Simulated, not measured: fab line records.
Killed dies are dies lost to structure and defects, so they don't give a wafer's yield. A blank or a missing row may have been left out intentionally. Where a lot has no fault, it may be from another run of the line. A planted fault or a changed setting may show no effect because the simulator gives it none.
A struck lot beside a sound one | flow nandHarc | 12 out of 1159 route steps
Sound: the wafers L954.4, L954.5, L954.6. The struck wafers were L959.3, L959.5, L959.6. The cause comes at the end.
Per side, at each step with rows, come the tool, then ch with its chambers, and then its first start. Under that, the readings that differ: sound wafers | struck wafers | difference of the means | sigmas: that difference in standard deviations of wafers without a fault.
alike: a reading whose means differ by less than 2 such deviations, as well as words and numbers matching on both sides. not compared: withheld readings; readings where some wafer has no value; bounds like >300 that might hide an equal value; numbers whose values overlap and for which the record gives no deviation.
Wherever a step has rows on one side only, a row that says differs or no value, or a row with sigmas, the two part there. When numbers do not overlap yet have no deviation, they are printed without sigmas and do not part them. Lack of a reading on every wafer of one side parts them only where that side has two or more wafers.

first, 2 steps without rows for these wafers: NHARC_A_STAIRCASE_SRD_154; NHARC_A_STAIRCASE_ETCH_403 (etches SiO2 in dHF, target depth 108.2 nm).
NHARC_A_STAIRCASE_ETCHBACK_422: etches the open film in CH3F/O2, target depth 40 nm, time 74.286 s.
  sound on rieDiel-03 ch 0,1, day 16 12:19; struck on rieDiel-04 ch 0,1,3, day 18 01:10
reading                      | sound          | struck         | difference | sigmas
showerheadPlenumPTorr (Torr) | 2.30 2.27 2.30 | 2.64 2.49 2.56 | +0.27      | +2
  alike: drypumpMotorCurrentA, o2FlowSccm, oesProductAu, rfVppV, throttleValvePct
  not compared: rfHoursCounterH
then, 1 step without rows for these wafers: NHARC_A_STAIRCASE_ETCH_423 (etches SiO2 in dHF, target depth 30 nm).
NHARC_A_STAIRCASE_ETCHBACK_157: etches the open film in CH3F/O2, target depth 90 nm, time 167.14 s.
  sound on rieDiel-03 ch 0,3, day 16 12:45; struck on rieDiel-03 ch 0,3, day 18 01:31
  alike: drypumpMotorCurrentA, o2FlowSccm, oesProductAu, rfVppV, showerheadPlenumPTorr, throttleValvePct
  not compared: rfHoursCounterH
NHARC_A_STAIRCASE_STRIP_475: strips in O2, time 20 s.
  sound: rieDiel-03 ch 0,3; struck: rieDiel-03 ch 0,1
  alike: drypumpMotorCurrentA, o2FlowSccm, oesProductAu, rfVppV, showerheadPlenumPTorr, throttleValvePct
  not compared: rfHoursCounterH
NHARC_A_STAIRCASE_DEP_471: deposits SiO2, target thk 100 nm.
  sound on pecvd-02 ch 0,1,2, day 16 13:08; struck on pecvd-02 ch 0,2, day 18 01:55
  alike: chamberPressureTorr, heaterPowerOuterW, heaterPowerW, throttleValvePct
NHARC_A_STAIRCASE_CMP_472: polishes SiO2.
  sound on cmp-03 ch 0,1,2, day 16 13:22; struck on cmp-04 ch 0,2,3, day 18 02:16
  alike: motorCurrentA
after that, 1 step had no rows for these wafers: NHARC_A_STAIRCASE_SRD_474.
NHARC_A_STAIRCASE_INSPECT_155:
  struck on defectInspect-02, day 18 02:32; sound on defectInspect-01, day 16 13:40
  alike: rawDefectCount
NHARC_A_SGD_CUT_DEP_00: deposits SiNx, target thk 50 nm.
  sound on pecvd-01 ch 0,1,2, day 16 13:49; struck on pecvd-04 ch 0,2, day 18 02:38
  no value came back on the struck wafers for heaterPowerOuterW (W), heaterPowerW (W); on the sound wafers heaterPowerOuterW (W) reads 354 360 489
then, 1 step without rows for these wafers: NHARC_A_SGD_CUT_DEHYDRATE_01 (time 120 s).

## WHERE THEY PART
Earliest at NHARC_A_STAIRCASE_ETCHBACK_422; latest, in this record, at NHARC_A_SGD_CUT_DEP_00.

WHY: what had been put in by the simulator
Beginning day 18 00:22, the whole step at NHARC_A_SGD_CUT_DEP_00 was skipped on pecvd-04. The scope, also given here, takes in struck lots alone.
